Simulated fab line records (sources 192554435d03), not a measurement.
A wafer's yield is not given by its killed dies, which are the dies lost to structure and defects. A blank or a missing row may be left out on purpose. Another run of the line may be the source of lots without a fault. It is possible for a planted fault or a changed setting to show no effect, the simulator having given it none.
fab line records    flow n5-finfet
record: lots: 10  wafers: 29  last-day: 17
route steps=1938 shown MOL_CONTACT_COAG@544 PASSIVATION@1936
lots that met no fault: taken from a fault-free run of the same line
start-h: hours from the record's first day to the start of the lot's first wafer shown    wait-h: hours from the lot's prior step to this one    " as in the row above    L1.1+2: a row that stands for several wafers    - either no value or no given start    * or withheld: withheld    < > ~ a bound
route shown NAME@n: a module of which the file shows steps, and the number in the route of the first    usual: the fault-free wafers' mean and standard deviation    same: alike in all rows    chamber/n: place in a boat    sites: the reading at each site    _std_site: how widely they spread, as a standard deviation    _edge_site: mean of outer sites minus mean of inner sites    radius-mm: how far each site lies from the wafer's centre    mask NAME#n: copy n    behind: the tool/chamber that last shaped the wafer    hold: what put the lot on hold/how long, in hours/how the hold closed    device: names the non-switching transistor (n, p or np)    end of line: the same wafers' tests at the end of the route    where a step has no rows: the recipe by itself    killed: the dies lost at the first sort to structure and to defects; this is not the yield of the wafer    map: shows each die of a wafer: x if killed, . if not, _ if none is there
set.NAME: setting as actually run; set.NAME@STEP: the setting as run at that earlier step    model.NAME: the simulator's own value behind a step, which no gauge read
one table for each step of the route and one row for each wafer, over a sample of lots
services: a tool's chamber out of use, with start hour (start-h, from the record's first day; less than 0 if before it), hours out, and reason
== steps ==
step: N5_MOL_CONTACT_COAG_ALD_20
recipe: material: TiN  target-thk-a: 15  temp-c: 400  ald-precursor-family: TiCl4  ald-co-reactant: NH3  pulse-time-s: 1  purge-time-s: 3  co-reactant-purge-time-s: 2  co-reactant-pulse-time-s: 2  ald-cycles: 68  pressure-torr: 3
usual: heater-power-w: 861/65  precursor-pulse-height-rel: 1.005/0.021
lot.wafer  tool          chamber  start-h  wait-h  heater-power-w  precursor-pulse-height-rel
L578.2     ald-metal-04  3        88.17    0.1     846             0.997
L578.4     "             1        "        "       911             1.030
L578.5     "             2        "        "       774             1.012
L579.1     ald-metal-04  0        100.72   0.1     842             0.971
L579.3     "             3        "        "       858             1.027
L579.6     "             3        "        "       852             1.014
L580.1     ald-metal-04  2        104.16   0.1     750             0.975
L580.2     "             0        "        "       859             1.028
L580.3     "             1        "        "       906             0.981
L583.1     ald-metal-04  0        120.73   0.1     852             0.997
L583.4     "             1        "        "       933             1.004
L583.6     "             0        "        "       858             1.025
L584.2     ald-metal-03  1        125.29   0.1     817             1.041
L584.3     "             0        "        "       1014            0.998
L584.6     "             1        "        "       804             1.021
L592.1     ald-metal-04  2        172.94   0.1     769             1.013
L592.2     "             1        "        "       899             1.032
L592.6     "             0        "        "       842             0.989
L593.1     ald-metal-04  1        179.66   0.1     924             0.990
L593.3     "             0        "        "       839             1.010
L593.5     "             0        "        "       840             0.986
L595.1     ald-metal-03  0        194.86   0.1     1007            0.977
L595.3     "             1        "        "       824             0.997
L595.5     "             1        "        "       813             0.967
L600.1     ald-metal-03  0        220.33   0.1     1015            1.010
L600.5     "             3        "        "       1000            0.981
L601.2     ald-metal-02  2        228.59   0.1     820             0.989
L601.3     "             1        "        "       870             1.021
L601.6     "             3        "        "       875             0.964
step: N5_MOL_CONTACT_COAG_ALD_123
recipe: material: SiNx  target-thk-a: 50  temp-c: 400  ald-precursor-family: SiH2I2  ald-co-reactant: N2/H2-plasma  pulse-time-s: 1  purge-time-s: 2  co-reactant-purge-time-s: 2  ald-cycles: 100  pressure-torr: 2
usual: heater-power-w: 905/120  precursor-pulse-height-rel: 1.003/0.02
lot.wafer  tool        chamber  start-h  wait-h  heater-power-w  precursor-pulse-height-rel
L578.2     ald-sin-02  0        96.89    2.0     895             0.990
L578.4     "           3        "        "       1066            1.005
L578.5     "           3        "        "       1051            1.027
L579.1     ald-sin-02  0        107.63   0.0     901             1.013
L579.3     "           3        "        "       1070            1.010
L579.6     "           3        "        "       1042            1.004
L580.1     ald-sin-04  1        110.27   0.0     1094            0.999
L580.2     "           0        "        "       868             1.017
L580.3     "           3        "        "       897             1.023
L583.1     ald-sin-03  0        128.27   0.0     933             1.031
L583.4     "           0        "        "       902             1.000
L583.6     "           0        "        "       941             1.022
L584.2     ald-sin-02  0        131.26   0.0     906             1.012
L584.3     "           1        "        "       841             0.982
L584.6     "           1        "        "       806             0.947
L592.1     ald-sin-04  2        179.61   0.7     679             0.994
L592.2     "           1        "        "       1069            1.012
L592.6     "           0        "        "       867             0.989
L593.1     ald-sin-02  1        189.11   2.0     824             1.020
L593.3     "           0        "        "       900             0.999
L593.5     "           2        "        "       946             1.027
L595.1     ald-sin-02  0        203.31   0.0     896             1.003
L595.3     "           1        "        "       834             1.050
L595.5     "           2        "        "       949             0.996
L600.1     ald-sin-04  0        227.41   0.0     870             0.976
L600.5     "           0        "        "       870             1.000
L601.2     ald-sin-04  2        234.79   0.1     690             1.020
L601.3     "           0        "        "       882             0.975
L601.6     "           0        "        "       883             1.004
step: N5_MOL_CONTACT_COAG_INSPECT_57
recipe: mode: adi  inspect-instrument: brightfield
usual: raw-defect-count: 205/56
lot.wafer  tool               chamber  start-h  wait-h  raw-defect-count
L578.2     defect-inspect-01  -        97.83    0.0     247
L578.4     "                  -        "        "       184
L578.5     "                  -        "        "       275
L579.1     defect-inspect-01  -        108.68   0.1     208
L579.3     "                  -        "        "       168
L579.6     "                  -        "        "       205
L580.1     defect-inspect-01  -        111.20   0.1     206
L580.2     "                  -        "        "       249
L580.3     "                  -        "        "       230
L583.1     defect-inspect-02  -        129.45   0.1     264
L583.4     "                  -        "        "       244
L583.6     "                  -        "        "       247
L584.2     defect-inspect-01  -        132.21   0.1     113
L584.3     "                  -        "        "       138
L584.6     "                  -        "        "       189
L592.1     defect-inspect-02  -        180.54   0.1     191
L592.2     "                  -        "        "       198
L592.6     "                  -        "        "       171
L593.1     defect-inspect-02  -        190.04   0.1     222
L593.3     "                  -        "        "       703
L593.5     "                  -        "        "       272
L595.1     defect-inspect-01  -        204.24   0.1     553
L595.3     "                  -        "        "       130
L595.5     "                  -        "        "       90
L600.1     defect-inspect-01  -        228.35   0.1     264
L600.5     "                  -        "        "       330
L601.2     defect-inspect-02  -        235.72   0.0     205
L601.3     "                  -        "        "       181
L601.6     "                  -        "        "       216
step: N5_MOL_CONTACT_COAG_VIA_ETCH_46
recipe: chemistry: C4F6/O2  target-depth-a: 460  overetch-a: 92  mask-material: SOC  target: SiO2  bias-w: 455  pressure-mtorr: 10  time-s: 40  source-w: 325  Ar_flow_sccm: 300  C4F6_flow_sccm: 10  O2_flow_sccm: 10  ion-energy-ev: 575.3  ends: end-point
usual: C4F6_flow_sccm: 9.997/0.027  O2_flow_sccm: 10.00/0.031  drypump-motor-current-A: 5.6/0.41  mfc-ar-sccm: 300.0/0.94  oes-product-au: 0.72/0.07  rf-vpp-V: 1600/21  showerhead-plenum-p-Torr: 2.84/0.082  throttle-valve-pct: 40.8/0.38
lot.wafer  tool         chamber  start-h  wait-h  C4F6_flow_sccm  O2_flow_sccm  drypump-motor-current-A  mfc-ar-sccm  oes-product-au  rf-hours-counter-h  rf-vpp-V  showerhead-plenum-p-Torr  throttle-valve-pct
L578.2     rie-diel-01  3        98.58    0.0     10.051          10.00         5.2                      300.6        0.80            21                  1620      2.79                      40.9
L578.4     "            3        "        "       9.999           9.98          5.2                      300.7        0.81            -                   1620      2.79                      40.9
L578.5     "            0        "        "       10.056          9.98          5.1                      300.1        0.77            -                   1601      2.78                      40.4
L579.1     rie-diel-03  3        109.42   0.0     9.948           10.00         5.6                      298.4        0.76            75                  1612      2.99                      40.9
L579.3     "            2        "        "       9.992           9.95          5.9                      298.9        0.82            12                  1636      2.78                      41.0
L579.6     "            3        "        "       9.930           9.98          5.6                      299.4        0.77            -                   1614      2.99                      40.9
L580.1     rie-diel-01  3        111.75   0.0     10.003          10.03         5.2                      300.8        0.79            27                  1619      2.79                      40.9
L580.2     "            0        "        "       9.999           10.01         5.1                      299.3        0.77            44                  1601      2.78                      40.4
L580.3     "            2        "        "       10.009          10.01         5.8                      300.3        0.64            201                 1590      2.80                      41.0
L583.1     rie-diel-01  2        130.25   0.0     9.957           10.02         5.8                      299.2        0.63            207                 1589      2.80                      41.1
L583.4     "            0        "        "       9.994           9.98          5.1                      300.3        0.75            51                  1599      2.78                      40.4
L583.6     "            0        "        "       10.003          9.96          5.1                      300.2        0.76            -                   1599      2.78                      40.4
L584.2     rie-diel-01  2        133.13   0.0     9.983           9.97          5.8                      298.4        0.63            209                 1588      2.80                      41.1
L584.3     "            1        "        "       10.012          9.91          5.6                      300.3        0.82            15                  1584      2.89                      40.2
L584.6     "            1        "        "       9.997           9.99          5.6                      301.2        0.83            -                   1583      2.89                      40.2
L592.1     rie-diel-05  3        181.24   0.0     9.990           10.03         5.6                      299.6        0.65            193                 1555      2.85                      41.5
L592.2     "            1        "        "       9.984           9.99          5.5                      299.1        0.65            199                 1584      2.83                      41.1
L592.6     "            3        "        "       10.034          10.06         5.6                      300.8        0.65            -                   1556      2.85                      41.5
L593.1     rie-diel-03  1        190.93   0.0     9.951           9.96          6.8                      299.7        0.81            29                  1628      2.76                      40.6
L593.3     "            2        "        "       10.017          10.01         5.9                      300.1        0.77            37                  1635      2.77                      41.0
L593.5     "            1        "        "       9.985           10.00         6.8                      299.5        0.82            -                   1628      2.76                      40.6
L595.1     rie-diel-03  1        204.76   0.0     9.988           10.02         6.7                      299.1        0.80            36                  1626      2.75                      40.6
L595.3     "            3        "        "       10.028          9.97          5.7                      301.0        0.72            107                 1612      2.97                      40.9
L595.5     "            2        "        "       9.968           10.04         5.9                      299.4        0.75            -                   1635      2.77                      41.0
L600.1     rie-diel-03  2        229.40   0.0     10.020          10.01         5.9                      300.6        0.74            55                  1633      2.76                      41.0
L600.5     "            2        "        "       9.953           9.98          5.9                      300.5        0.74            -                   1634      2.76                      41.0
L601.2     rie-diel-01  3        236.22   0.0     10.012          9.97          5.2                      299.6        0.72            71                  1618      2.77                      40.9
L601.3     "            0        "        "       9.995           9.93          5.1                      299.6        0.71            91                  1600      2.76                      40.4
L601.6     "            2        "        "       9.980           10.02         5.8                      302.1        0.62            -                   1588      2.78                      41.1
step: N5_MOL_CONTACT_COAG_STRIP_96
recipe: chemistry: N2/H2  power-w: 500  temp-c: 40  pressure-mtorr: 50  rf-frequency-hz: 6e+07  overash-fraction: 0.3  bias-power-w: 28  h2-frac: 0.5  n2-flow-sccm: 300  h2-flow-sccm: 300
usual: drypump-motor-current-A: 5.6/0.41  oes-product-au: 0.82/0.086  rf-vpp-V: 121.9/1.2  showerhead-plenum-p-Torr: 3.36/0.1  throttle-valve-pct: 18.9/0.45
lot.wafer  tool         chamber  start-h  wait-h  drypump-motor-current-A  oes-product-au  rf-hours-counter-h  rf-vpp-V  showerhead-plenum-p-Torr  throttle-valve-pct
L578.2     rie-diel-01  3        98.65    0.0     5.2                      0.92            21                  123.7     3.29                      18.6
L578.4     "            3        "        "       5.2                      0.92            -                   122.3     3.29                      18.6
L578.5     "            0        "        "       5.1                      0.89            -                   120.2     3.28                      18.3
L579.1     rie-diel-03  3        109.49   0.0     5.6                      0.85            75                  123.1     3.55                      19.1
L579.3     "            2        "        "       5.9                      0.92            12                  122.3     3.29                      18.7
L579.6     "            3        "        "       5.6                      0.85            -                   122.9     3.55                      19.1
L580.1     rie-diel-01  3        111.81   0.0     5.2                      0.90            27                  122.1     3.29                      18.6
L580.2     "            0        "        "       5.1                      0.87            44                  120.5     3.28                      18.3
L580.3     "            2        "        "       5.8                      0.72            201                 120.2     3.35                      19.7
L583.1     rie-diel-01  2        130.32   0.0     5.8                      0.72            207                 122.5     3.35                      19.7
L583.4     "            0        "        "       5.1                      0.86            51                  121.4     3.28                      18.4
L583.6     "            0        "        "       5.1                      0.87            -                   121.8     3.28                      18.4
L584.2     rie-diel-01  2        133.19   0.0     5.8                      0.71            209                 119.3     3.35                      19.8
L584.3     "            1        "        "       5.6                      0.94            15                  123.1     3.43                      18.9
L584.6     "            1        "        "       5.6                      0.96            -                   122.0     3.43                      18.9
L592.1     rie-diel-05  3        181.31   0.0     5.6                      0.72            193                 120.3     3.34                      19.1
L592.2     "            1        "        "       5.5                      0.74            199                 121.4     3.32                      19.2
L592.6     "            3        "        "       5.6                      0.71            -                   122.0     3.34                      19.1
L593.1     rie-diel-03  1        191.00   0.0     6.7                      0.91            29                  120.1     3.28                      18.6
L593.3     "            2        "        "       5.9                      0.87            37                  120.4     3.27                      18.7
L593.5     "            1        "        "       6.8                      0.92            -                   122.4     3.28                      18.7
L595.1     rie-diel-03  1        204.82   0.0     6.8                      0.89            36                  122.3     3.27                      18.6
L595.3     "            3        "        "       5.7                      0.81            107                 122.5     3.53                      19.2
L595.5     "            2        "        "       6.0                      0.85            -                   121.1     3.27                      18.7
L600.1     rie-diel-03  2        229.46   0.0     5.9                      0.85            55                  120.7     3.27                      18.7
L600.5     "            2        "        "       5.9                      0.85            -                   122.1     3.27                      18.7
L601.2     rie-diel-01  3        236.29   0.0     5.2                      0.84            71                  122.1     3.26                      18.7
L601.3     "            0        "        "       5.1                      0.81            91                  121.6     3.26                      18.4
L601.6     "            2        "        "       5.8                      0.69            -                   121.9     3.33                      19.8
step: N5_PASSIVATION_PROBE_49
usual: killed_at_M0_to_M3: 32/9.7  killed_at_M4_up: 14/5.3  killed-at-contacts: 11/6  killed-at-front-end: 39/14  killed-at-other: 3.3/2.7  killed-dies: 100/17  killed-on-rim: 14/4  killed-open: 66/13  killed-short: 32/7.4
same: gross-dies: 1180  killed-at-back-side: 0
lot.wafer  tool       chamber  start-h  wait-h  killed_at_M0_to_M3  killed_at_M4_up  killed-at-contacts  killed-at-front-end  killed-at-other  killed-dies  killed-on-rim  killed-open  killed-short
L592.1     prober-01  -        342.74   0.0     18                  17               12                  42                   3                92           17             65           27
L592.2     prober-01  -        342.79   0.1     30                  17               8                   33                   2                90           10             56           33
L592.6     prober-01  -        342.99   0.3     35                  25               19                  35                   0                114          20             87           27
L593.1     prober-02  -        355.56   0.0     29                  14               17                  34                   5                99           10             70           28
L593.3     prober-02  -        355.66   0.1     35                  11               52                  26                   4                128          24             49           35
L593.5     prober-02  -        355.76   0.2     39                  10               12                  35                   9                105          13             68           37
L595.1     prober-01  -        367.93   0.0     29                  10               58                  29                   3                129          26             54           25
L595.3     prober-01  -        368.03   0.1     33                  11               9                   52                   2                107          12             67           38
L595.5     prober-01  -        368.13   0.2     25                  10               6                   36                   4                81           13             52           28
L601.2     prober-01  -        403.01   0.1     21                  7                11                  41                   0                80           11             61           16
L601.3     prober-01  -        403.06   0.1     15                  11               7                   46                   5                84           14             50           34
L601.6     prober-01  -        403.21   0.3     24                  22               13                  27                   8                94           15             64           30
killed by level:class
L592.1 STI_FIN_REVEAL:geometric-particle:open=16 MOL_CONTACT_COAG:geometric-particle:open=11 BEOL_M4:geometric-particle:open=11 BEOL_M3:geometric-particle:open=8 FIN_SAQP:geometric-particle:open=6 STARTING-WAFER:geometric-particle:short=6 GATE_CUT:geometric-particle:short=4 BEOL_M4:geometric-particle:short=3
L592.2 FIN_SAQP:geometric-particle:short=9 FIN_SAQP:geometric-particle:open=8 BEOL_M2:geometric-particle:open=8 DUMMY_GATE:geometric-particle:open=7 MOL_CONTACT_COAG:geometric-particle:open=5 BEOL_M0_SAQP:geometric-particle:short=5 BEOL_M0_SAQP:geometric-particle:open=4 BEOL_M8:geometric-particle:open=4
L592.6 MOL_CONTACT_COAG:geometric-particle:open=17 STI_FIN_REVEAL:geometric-particle:open=14 BEOL_M4:geometric-particle:open=13 BEOL_M2:geometric-particle:open=8 BEOL_M8:geometric-particle:open=7 BEOL_M0_SAQP:geometric-particle:short=6 BEOL_M0_SAQP:geometric-particle:open=6 GATE_CUT:geometric-particle:open=5
L593.1 MOL_CONTACT_COAG:geometric-particle:open=14 STI_FIN_REVEAL:geometric-particle:open=11 BEOL_M4:geometric-particle:open=11 BEOL_M0:geometric-particle:open=7 BEOL_M0_SAQP:geometric-particle:short=6 FIN_SAQP:geometric-particle:short=5 DUMMY_GATE:geometric-particle:short=4 BEOL_M0_SAQP:geometric-particle:open=4
L593.3 MOL_CONTACT_COAG:unspecified=44 BEOL_M0_SAQP:geometric-particle:open=15 BEOL_M0_SAQP:geometric-particle:short=11 MOL_CONTACT_COAG:geometric-particle:open=7 FIN_SAQP:geometric-particle:open=5 FIN_SAQP:geometric-particle:short=5 STI_FIN_REVEAL:geometric-particle:open=5 BEOL_M2:geometric-particle:open=4
L593.5 BEOL_M0_SAQP:geometric-particle:short=20 STI_FIN_REVEAL:geometric-particle:open=14 MOL_CONTACT_COAG:geometric-particle:open=12 BEOL_M0_SAQP:geometric-particle:open=7 FIN_SAQP:geometric-particle:open=5 BEOL_M3:geometric-particle:open=5 BEOL_M4:geometric-particle:open=5 BEOL_M2:geometric-particle:open=4
L595.1 MOL_CONTACT_COAG:unspecified=47 MOL_CONTACT_COAG:geometric-particle:open=9 BEOL_M2:geometric-particle:open=8 STI_FIN_REVEAL:geometric-particle:open=7 BEOL_M0_SAQP:geometric-particle:short=7 BEOL_M0_SAQP:geometric-particle:open=5 FIN_SAQP:geometric-particle:open=4 STARTING-WAFER:geometric-particle:short=3
L595.3 BEOL_M0_SAQP:geometric-particle:open=15 FIN_SAQP:geometric-particle:short=12 STI_FIN_REVEAL:geometric-particle:open=9 BEOL_M0_SAQP:geometric-particle:short=9 MOL_CONTACT_COAG:geometric-particle:open=8 STARTING-WAFER:geometric-particle:open=7 FIN_SAQP:geometric-particle:open=5 DUMMY_GATE:geometric-particle:open=5
L595.5 STI_FIN_REVEAL:geometric-particle:open=10 FIN_SAQP:geometric-particle:short=7 BEOL_M2:geometric-particle:open=6 MOL_CONTACT_COAG:geometric-particle:open=5 BEOL_M0_SAQP:geometric-particle:short=4 BEOL_M0_SAQP:geometric-particle:open=4 BEOL_M7:geometric-particle:open=4 STI_FIN_REVEAL:geometric-particle:short=3
L601.2 STI_FIN_REVEAL:geometric-particle:open=13 MOL_CONTACT_COAG:geometric-particle:open=8 FIN_SAQP:geometric-particle:open=7 BEOL_M0_SAQP:geometric-particle:open=7 STARTING-WAFER:geometric-particle:open=6 GATE_CUT:geometric-particle:short=4 BEOL_M0_SAQP:geometric-particle:short=4 BEOL_M3:geometric-particle:open=4
L601.3 STI_FIN_REVEAL:geometric-particle:open=10 GATE_CUT:geometric-particle:short=7 GATE_CUT:geometric-particle:open=6 MOL_CONTACT_COAG:geometric-particle:open=6 FIN_SAQP:geometric-particle:short=5 FIN_SAQP:geometric-particle:open=5 STI_FIN_REVEAL:geometric-particle:short=4 BEOL_M3:geometric-particle:open=4
L601.6 MOL_CONTACT_COAG:geometric-particle:open=11 STI_FIN_REVEAL:geometric-particle:open=8 BEOL_M0_SAQP:geometric-particle:open=7 BEOL_M4:geometric-particle:open=7 BEOL_M5:geometric-particle:open=5 GATE_CUT:geometric-particle:short=4 BEOL_M1:geometric-particle:open=4 PASS1_CAP:geometric-particle:short=4
== services ==
tool          chamber  start-h  hours  kind
ald-sin-02    -        69.06    6.0    pm
rie-diel-05   0        77.23    7.1    repair
rie-diel-03   1        79.92    -      clean
rie-diel-03   1        79.92    -      consumable-replace:focus-ring
rie-diel-03   1        79.92    18.9   scheduled-down
rie-diel-03   1        79.92    18.9   vent-cycle
ald-sin-03    -        85.54    14.0   pm
ald-sin-02    -        88.84    0.5    repair
rie-diel-01   1        94.09    2.9    repair
ald-metal-04  -        111.68   6.0    pm
ald-metal-04  2        117.77   10.2   repair
rie-diel-05   0        122.16   10.0   repair
ald-metal-04  1        122.92   7.6    repair
rie-diel-03   -        128.90   15.6   pm
ald-metal-03  0        141.07   13.3   repair
ald-metal-03  2        157.12   6.8    repair
rie-diel-03   0        168.28   7.7    repair
ald-metal-03  1        177.29   10.4   repair
rie-diel-01   -        178.16   0.7    repair
ald-sin-03    -        183.57   6.1    pm
rie-diel-03   0        190.42   -      clean
rie-diel-03   0        190.42   -      consumable-replace:esc
rie-diel-05   1        213.01   3.8    repair
ald-metal-03  -        229.01   8.7    pm
== key ==
first-sign: step: N5_MOL_CONTACT_COAG_INSPECT_57  reading: raw-defect-count  direction: up  sigmas: 7.5  usual: 205  struck: 628
effect: step: N5_PASSIVATION_PROBE_49  reading: killed-at-contacts  direction: up  sigmas: 7.3  usual: 11  struck: 55
more-kills-born-at: N5_MOL_CONTACT_COAG_ALD_123@ald-sin-02: 91
met-at N5_MOL_CONTACT_COAG_ALD_123
struck-lots L593,L595
struck-wafers L593.3,L595.1
tester-left-out L593,L595
not-acting-at N5_MOL_CONTACT_COAG_ALD_20,N5_MOL_CONTACT_COAG_VIA_ETCH_46,N5_MOL_CONTACT_COAG_STRIP_96
onset-between 131.26 189.11
fault: kind: chamber-particle-source  tool: ald-sin-02  chamber: 0  onset-h: 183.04  steps: N5_MOL_CONTACT_COAG_ALD_123  rate-per-visit-cm2: 0.74681  end-h: 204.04
tester-left-out: of these lots the tester's yield and bins aren't shown, on N5 and GAA mostly nor the transistor test; their killed dies are dies lost to structure and defects alone, not to doping, threshold or leakage, so they don't give the yield
